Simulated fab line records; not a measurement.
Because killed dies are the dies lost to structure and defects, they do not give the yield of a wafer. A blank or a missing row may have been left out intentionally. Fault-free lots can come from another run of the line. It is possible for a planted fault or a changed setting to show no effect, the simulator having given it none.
Which tool did it? / flow n5 finfet / Sampling: 9 lots, 26 wafers, 5 of 1938 route steps

WHAT THE GAUGES SHOWED, per wafer
N5_BEOL_M4_RC_MEAS_101. Usual: DIBL_N 35.7 mV/V, standard deviation 1.5; DIBL_P 35.7 mV/V, standard deviation 2; IOFF_N 0.155 nA/um, standard deviation 0.026; IOFF_N_LONG 5.53e-05 nA/um, standard deviation 2.5e-06; IOFF_P 0.20 nA/um, standard deviation 0.031; ION_N 675 uA/um, standard deviation 11; ION_P 462 uA/um, standard deviation 7.1; SS_N 71.3 mV/dec, standard deviation 0.57; SS_P 73.1 mV/dec, standard deviation 0.56; VT_N 250 mV, standard deviation 3; VT_N_LONG 275.1 mV, standard deviation 2.2; VT_N_LVT 97 mV, standard deviation 3.3; VT_P -251 mV, standard deviation 3.
lot=L431; measured=day 9 02:08; on=prober-02; DIBL_N (mV/V)=34.0 36.0 33.7; DIBL_P (mV/V)=33.8 37.2 33.5; IOFF_N (nA/um)=0.141 0.186 0.142; IOFF_N_LONG (nA/um)=5.81e-05 5.73e-05 5.87e-05; IOFF_P (nA/um)=0.19 0.26 0.19; ION_N (uA/um)=683 685 678; ION_P (uA/um)=462 468 465; SS_N (mV/dec)=71.2 71.9 70.4; SS_P (mV/dec)=72.1 73.3 72.3; VT_N (mV)=250 245 249; VT_N_LONG (mV)=271.1 272.1 271.8; VT_N_LVT (mV)=99 96 99; VT_P (mV)=-250 -246 -250; flag=
lot=L433; measured=day 9 07:03; on=prober-02; DIBL_N (mV/V)=36.1 37.1 35.4; DIBL_P (mV/V)=34.7 34.5 32.9; IOFF_N (nA/um)=0.165 0.181 0.140; IOFF_N_LONG (nA/um)=5.59e-05 5.75e-05 5.62e-05; IOFF_P (nA/um)=0.21 0.20 0.18; ION_N (uA/um)=674 694 678; ION_P (uA/um)=460 468 464; SS_N (mV/dec)=72.0 72.9 71.3; SS_P (mV/dec)=72.9 73.0 72.6; VT_N (mV)=248 248 251; VT_N_LONG (mV)=273.9 272.4 277.5; VT_N_LVT (mV)=94 93 99; VT_P (mV)=-251 -252 -252; flag=
lot=L435; measured=day 10 00:43; on=prober-01; DIBL_N (mV/V)=36.2 37.4 35.3; DIBL_P (mV/V)=37.5 38.2 36.8; IOFF_N (nA/um)=0.178 0.200 0.169; IOFF_N_LONG (nA/um)=5.87e-05 5.88e-05 5.85e-05; IOFF_P (nA/um)=0.24 0.24 0.22; ION_N (uA/um)=685 684 686; ION_P (uA/um)=470 469 475; SS_N (mV/dec)=71.6 71.5 70.8; SS_P (mV/dec)=72.9 73.6 72.9; VT_N (mV)=246 245 247; VT_N_LONG (mV)=275.2 274.5 277.8; VT_N_LVT (mV)=93 93 94; VT_P (mV)=-247 -246 -250; flag=
lot=L441; measured=day 11 12:53; on=prober-01; DIBL_N (mV/V)=35.4 34.8 34.9; DIBL_P (mV/V)=35.9 35.0 34.9; IOFF_N (nA/um)=0.176 0.098 0.155; IOFF_N_LONG (nA/um)=6.39e-05 4.63e-05 6.21e-05; IOFF_P (nA/um)=0.23 0.21 0.21; ION_N (uA/um)=693 654 678; ION_P (uA/um)=478 471 470; SS_N (mV/dec)=71.7 70.9 70.7; SS_P (mV/dec)=73.7 73.1 73.3; VT_N (mV)=246 261 248; VT_N_LONG (mV)=272.3 284.7 270.3; VT_N_LVT (mV)=92 107 94; VT_P (mV)=-247 -248 -250; flag=
lot=L443; measured=day 12 03:38; on=prober-02; DIBL_N (mV/V)=34.9 35.6 35.3; DIBL_P (mV/V)=35.7 35.3 36.2; IOFF_N (nA/um)=0.146 0.153 0.148; IOFF_N_LONG (nA/um)=5.69e-05 5.72e-05 5.55e-05; IOFF_P (nA/um)=0.18 0.18 0.20; ION_N (uA/um)=680 667 676; ION_P (uA/um)=461 459 465; SS_N (mV/dec)=70.7 70.9 70.3; SS_P (mV/dec)=72.8 73.2 73.6; VT_N (mV)=249 250 250; VT_N_LONG (mV)=273.8 272.4 275.3; VT_N_LVT (mV)=96 96 97; VT_P (mV)=-250 -250 -252; flag=
lot=L445; measured=day 12 13:44; on=prober-01; DIBL_N (mV/V)=36.7 37.4 37.1; DIBL_P (mV/V)=36.3 37.0 36.7; IOFF_N (nA/um)=0.157 0.171 0.169; IOFF_N_LONG (nA/um)=5.78e-05 5.75e-05 5.58e-05; IOFF_P (nA/um)=0.21 0.23 0.23; ION_N (uA/um)=682 683 677; ION_P (uA/um)=472 469 467; SS_N (mV/dec)=72.4 72.5 71.9; SS_P (mV/dec)=72.9 73.6 73.5; VT_N (mV)=248 248 246; VT_N_LONG (mV)=274.9 273.5 270.2; VT_N_LVT (mV)=96 96 96; VT_P (mV)=-248 -247 -247; flag=
lot=L448; measured=day 12 22:20; on=prober-01; DIBL_N (mV/V)=34.8 36.9 36.3; DIBL_P (mV/V)=33.1 36.3 35.8; IOFF_N (nA/um)=0.112 0.160 0.146; IOFF_N_LONG (nA/um)=5.15e-05 5.25e-05 5.08e-05; IOFF_P (nA/um)=0.18 0.23 0.22; ION_N (uA/um)=654 682 679; ION_P (uA/um)=458 474 468; SS_N (mV/dec)=71.0 71.2 71.5; SS_P (mV/dec)=72.4 73.0 72.6; VT_N (mV)=255 248 250; VT_N_LONG (mV)=275.7 276.6 276.1; VT_N_LVT (mV)=103 98 99; VT_P (mV)=-251 -247 -249; flag=
lot=L451; measured=day 14 00:10; on=prober-01; DIBL_N (mV/V)=36.4 37.0; DIBL_P (mV/V)=38.0 39.4; IOFF_N (nA/um)=0.163 0.172; IOFF_N_LONG (nA/um)=5.56e-05 5.43e-05; IOFF_P (nA/um)=0.20 0.22; ION_N (uA/um)=666 676; ION_P (uA/um)=459 464; SS_N (mV/dec)=71.1 71.1; SS_P (mV/dec)=73.1 73.1; VT_N (mV)=246 249; VT_N_LONG (mV)=276.0 276.4; VT_N_LVT (mV)=94 93; VT_P (mV)=-252 -251; flag=
lot=L452; measured=day 14 08:04; on=prober-02; DIBL_N (mV/V)=36.7 37.4 35.5; DIBL_P (mV/V)=38.3 38.4 37.9; IOFF_N (nA/um)=0.173 0.189 0.159; IOFF_N_LONG (nA/um)=5.5e-05 5.42e-05 5.4e-05; IOFF_P (nA/um)=0.21 0.22 0.21; ION_N (uA/um)=680 674 683; ION_P (uA/um)=466 461 462; SS_N (mV/dec)=72.6 71.5 72.3; SS_P (mV/dec)=73.2 73.3 72.8; VT_N (mV)=247 246 249; VT_N_LONG (mV)=275.0 276.7 276.1; VT_N_LVT (mV)=95 92 94; VT_P (mV)=-251 -251 -250; flag=

WHAT TOOL EACH LOT RAN ON (gives the tool, then ch and the chambers of the sampled wafers, and finally the start)
lot=L431; N5_HKMG_FIN_ETCH_31=rie diel-01 ch 1,2, day 4 23:28; N5_HKMG_FIN_STRIP_92=rie diel-01 ch 1,2, day 4 23:53; N5_HKMG_FIN_WET_ETCH_18=wet bench-02 ch 2,6,7, day 4 23:58; N5_HKMG_FIN_ETCH_86=rie diel-03 ch 0,1,3, day 5 00:45
lot=L433; N5_HKMG_FIN_ETCH_31=rie diel-03 ch 0,2,3, day 5 05:05; N5_HKMG_FIN_STRIP_92=rie diel-03 ch 0,2,3, day 5 05:30; N5_HKMG_FIN_WET_ETCH_18=wet bench-02 ch 3,5,6, day 5 05:35; N5_HKMG_FIN_ETCH_86=rie diel-03 ch 0,3, day 5 06:22
lot=L435; N5_HKMG_FIN_ETCH_31=rie diel-06 ch 0,2,3, day 5 16:55; N5_HKMG_FIN_STRIP_92=rie diel-06 ch 0,2,3, day 5 17:20; N5_HKMG_FIN_WET_ETCH_18=wet bench-02 ch 2,3,5, day 5 17:25; N5_HKMG_FIN_ETCH_86=rie diel-01 ch 1,3, day 5 18:12
lot=L441; N5_HKMG_FIN_ETCH_31=rie diel-06 ch 0,1, day 7 10:01; N5_HKMG_FIN_STRIP_92=rie diel-06 ch 0,1, day 7 10:26; N5_HKMG_FIN_WET_ETCH_18=wet bench-02 ch 4,5,7, day 7 10:31; N5_HKMG_FIN_ETCH_86=rie diel-06 ch 0,2, day 7 11:26
lot=L443; N5_HKMG_FIN_ETCH_31=rie diel-01 ch 0,1, day 7 17:08; N5_HKMG_FIN_STRIP_92=rie diel-01 ch 0,1, day 7 17:33; N5_HKMG_FIN_WET_ETCH_18=wet bench-01 ch 5,6,7, day 7 17:38; N5_HKMG_FIN_ETCH_86=rie diel-01 ch 1,2,3, day 7 18:33
lot=L445; N5_HKMG_FIN_ETCH_31=rie diel-06 ch 0,3, day 8 10:33; N5_HKMG_FIN_STRIP_92=rie diel-06 ch 0,3, day 8 10:58; N5_HKMG_FIN_WET_ETCH_18=wet bench-05 ch 0,1,7, day 8 11:03; N5_HKMG_FIN_ETCH_86=rie diel-06 ch 0,3, day 8 11:50
lot=L448; N5_HKMG_FIN_ETCH_31=rie diel-01 ch 0,1,2, day 9 06:01; N5_HKMG_FIN_STRIP_92=rie diel-01 ch 0,1,2, day 9 06:26; N5_HKMG_FIN_WET_ETCH_18=wet bench-01 ch 2,4,5, day 9 06:31; N5_HKMG_FIN_ETCH_86=rie diel-03 ch 1,3, day 9 07:22
lot=L451; N5_HKMG_FIN_ETCH_31=rie diel-03 ch 1,2, day 9 22:12; N5_HKMG_FIN_STRIP_92=rie diel-03 ch 1,2, day 9 22:37; N5_HKMG_FIN_WET_ETCH_18=wet bench-02 ch 3,5, day 9 22:40; N5_HKMG_FIN_ETCH_86=rie diel-01 ch 0,2, day 9 23:29
lot=L452; N5_HKMG_FIN_ETCH_31=rie diel-06 ch 1,2,3, day 10 02:55; N5_HKMG_FIN_STRIP_92=rie diel-06 ch 1,2,3, day 10 03:20; N5_HKMG_FIN_WET_ETCH_18=wet bench-02 ch 2,3,6, day 10 03:25; N5_HKMG_FIN_ETCH_86=rie diel-03 ch 1,2,3, day 10 04:12
- N5_HKMG_FIN_ETCH_31: etches SiARC in CF4, target depth 45.5 nm, time 75.8 s.
- N5_HKMG_FIN_STRIP_92: strips SOC in N2/H2, time 20 s.
- N5_HKMG_FIN_WET_ETCH_18: etches TiN in SC1, time 55 s, target depth 5.2 nm, rinse time 30 s.
- N5_HKMG_FIN_ETCH_86: etches SOC in N2/H2, stops on TiN, target depth 393.2 nm.

AS READ BY THE TOOLS THEMSELVES (means over the sampled wafers that have a number; for cases with no such wafer, the mark the record gives instead)
N5_HKMG_FIN_ETCH_31. Usual: drypump motor current A 5.8 A, standard deviation 0.52; etch rf on time s 75.3 s, standard deviation 1.8; oes product au 0.66 a.u., standard deviation 0.075; rf vpp V 184.5 V, standard deviation 1.2; showerhead plenum p Torr 2.18 Torr, standard deviation 0.077; throttle valve pct 15.58 %, standard deviation 0.16.
lot=L431; tool=rie diel-01; drypump motor current A (A)=5.6; etch rf on time s (s)=74.3; oes product au (a.u.)=0.65; rf vpp V (V)=184.9; showerhead plenum p Torr (Torr)=2.13; throttle valve pct (%)=15.50; flag=
lot=L433; tool=rie diel-03; drypump motor current A (A)=5.4; etch rf on time s (s)=75.0; oes product au (a.u.)=0.75; rf vpp V (V)=184.8; showerhead plenum p Torr (Torr)=2.15; throttle valve pct (%)=15.51; flag=
lot=L435; tool=rie diel-06; drypump motor current A (A)=5.8; etch rf on time s (s)=76.4; oes product au (a.u.)=0.60; rf vpp V (V)=183.3; showerhead plenum p Torr (Torr)=2.12; throttle valve pct (%)=15.72; flag=
lot=L441; tool=rie diel-06; drypump motor current A (A)=6.0; etch rf on time s (s)=76.4; oes product au (a.u.)=0.60; rf vpp V (V)=184.3; showerhead plenum p Torr (Torr)=2.21; throttle valve pct (%)=15.64; flag=
lot=L443; tool=rie diel-01; drypump motor current A (A)=6.2; etch rf on time s (s)=77.1; oes product au (a.u.)=0.63; rf vpp V (V)=183.6; showerhead plenum p Torr (Torr)=2.17; throttle valve pct (%)=15.50; flag=
lot=L445; tool=rie diel-06; drypump motor current A (A)=5.6; etch rf on time s (s)=76.4; oes product au (a.u.)=0.67; rf vpp V (V)=185.3; showerhead plenum p Torr (Torr)=2.23; throttle valve pct (%)=15.60; flag=
lot=L448; tool=rie diel-01; drypump motor current A (A)=5.7; etch rf on time s (s)=73.9; oes product au (a.u.)=0.65; rf vpp V (V)=184.4; showerhead plenum p Torr (Torr)=2.18; throttle valve pct (%)=15.52; flag=
lot=L451; tool=rie diel-03; drypump motor current A (A)=5.2; etch rf on time s (s)=73.5; oes product au (a.u.)=0.66; rf vpp V (V)=184.1; showerhead plenum p Torr (Torr)=2.19; throttle valve pct (%)=15.77; flag=
lot=L452; tool=rie diel-06; drypump motor current A (A)=6.1; etch rf on time s (s)=75.2; oes product au (a.u.)=0.76; rf vpp V (V)=184.4; showerhead plenum p Torr (Torr)=2.19; throttle valve pct (%)=15.44; flag=

N5_HKMG_FIN_STRIP_92. Usual: drypump motor current A 5.8 A, standard deviation 0.52; oes product au 0.77 a.u., standard deviation 0.089; rf vpp V 54.2 V, standard deviation 0.88; showerhead plenum p Torr 3.41 Torr, standard deviation 0.13; throttle valve pct 18.9 %, standard deviation 0.39.
lot=L431; tool=rie diel-01; drypump motor current A (A)=5.6; oes product au (a.u.)=0.77; rf vpp V (V)=53.5; showerhead plenum p Torr (Torr)=3.30; throttle valve pct (%)=18.6; flag=
lot=L433; tool=rie diel-03; drypump motor current A (A)=5.4; oes product au (a.u.)=0.89; rf vpp V (V)=54.4; showerhead plenum p Torr (Torr)=3.37; throttle valve pct (%)=18.9; flag=
lot=L435; tool=rie diel-06; drypump motor current A (A)=5.8; oes product au (a.u.)=0.70; rf vpp V (V)=54.8; showerhead plenum p Torr (Torr)=3.32; throttle valve pct (%)=19.2; flag=
lot=L441; tool=rie diel-06; drypump motor current A (A)=6.0; oes product au (a.u.)=0.71; rf vpp V (V)=54.0; showerhead plenum p Torr (Torr)=3.46; throttle valve pct (%)=19.0; flag=
lot=L443; tool=rie diel-01; drypump motor current A (A)=6.1; oes product au (a.u.)=0.74; rf vpp V (V)=54.4; showerhead plenum p Torr (Torr)=3.39; throttle valve pct (%)=18.5; flag=
lot=L445; tool=rie diel-06; drypump motor current A (A)=5.6; oes product au (a.u.)=0.79; rf vpp V (V)=54.1; showerhead plenum p Torr (Torr)=3.49; throttle valve pct (%)=19.0; flag=
lot=L448; tool=rie diel-01; drypump motor current A (A)=5.8; oes product au (a.u.)=0.76; rf vpp V (V)=54.1; showerhead plenum p Torr (Torr)=3.41; throttle valve pct (%)=18.7; flag=
lot=L451; tool=rie diel-03; drypump motor current A (A)=5.2; oes product au (a.u.)=0.78; rf vpp V (V)=54.6; showerhead plenum p Torr (Torr)=3.44; throttle valve pct (%)=19.5; flag=
lot=L452; tool=rie diel-06; drypump motor current A (A)=6.1; oes product au (a.u.)=0.88; rf vpp V (V)=54.7; showerhead plenum p Torr (Torr)=3.44; throttle valve pct (%)=18.8; flag=

N5_HKMG_FIN_ETCH_86. Usual: drypump motor current A 5.7 A, standard deviation 0.54; oes product au 0.77 a.u., standard deviation 0.081; rf vpp V 241.3 V, standard deviation 1.3; showerhead plenum p Torr 2.58 Torr, standard deviation 0.096; throttle valve pct 17.78 %, standard deviation 0.22.
lot=L431; tool=rie diel-03; drypump motor current A (A)=5.5; oes product au (a.u.)=0.84; rf vpp V (V)=241.6; showerhead plenum p Torr (Torr)=2.56; throttle valve pct (%)=17.63; flag=
lot=L433; tool=rie diel-03; drypump motor current A (A)=5.7; oes product au (a.u.)=0.86; rf vpp V (V)=241.1; showerhead plenum p Torr (Torr)=2.50; throttle valve pct (%)=17.54; flag=
lot=L435; tool=rie diel-01; drypump motor current A (A)=6.3; oes product au (a.u.)=0.69; rf vpp V (V)=240.9; showerhead plenum p Torr (Torr)=2.54; throttle valve pct (%)=17.79; flag=
lot=L441; tool=rie diel-06; drypump motor current A (A)=5.9; oes product au (a.u.)=0.69; rf vpp V (V)=241.2; showerhead plenum p Torr (Torr)=2.59; throttle valve pct (%)=17.92; flag=
lot=L443; tool=rie diel-01; drypump motor current A (A)=5.9; oes product au (a.u.)=0.73; rf vpp V (V)=241.2; showerhead plenum p Torr (Torr)=2.57; throttle valve pct (%)=17.73; flag=
lot=L445; tool=rie diel-06; drypump motor current A (A)=5.5; oes product au (a.u.)=0.87; rf vpp V (V)=241.9; showerhead plenum p Torr (Torr)=2.67; throttle valve pct (%)=17.66; flag=
lot=L448; tool=rie diel-03; drypump motor current A (A)=5.6; oes product au (a.u.)=0.74; rf vpp V (V)=240.9; showerhead plenum p Torr (Torr)=2.57; throttle valve pct (%)=17.80; flag=
lot=L451; tool=rie diel-01; drypump motor current A (A)=5.8; oes product au (a.u.)=0.79; rf vpp V (V)=242.8; showerhead plenum p Torr (Torr)=2.68; throttle valve pct (%)=17.67; flag=
lot=L452; tool=rie diel-03; drypump motor current A (A)=5.5; oes product au (a.u.)=0.76; rf vpp V (V)=241.4; showerhead plenum p Torr (Torr)=2.54; throttle valve pct (%)=17.92; flag=

THE ANSWER, worked out from the rows above alone
Rule: take the mean of a lot's wafers that have a number; if it is more than 3 standard deviations from the usual mean, the lot is off. A lot without any number at a reading at which 4 lots or more have one is off too. The other lots that the step has rows for count as sound. First the gauges in route order, then the tools' own readings, where a lot's mean is used as printed above. The first step at which some lot is off is used, and at that step the reading that is off furthest; a lot without a number counts as furthest.
None of the lots is off at any reading shown; this tells nothing.

WHAT THE SIMULATOR HAD PUT IN
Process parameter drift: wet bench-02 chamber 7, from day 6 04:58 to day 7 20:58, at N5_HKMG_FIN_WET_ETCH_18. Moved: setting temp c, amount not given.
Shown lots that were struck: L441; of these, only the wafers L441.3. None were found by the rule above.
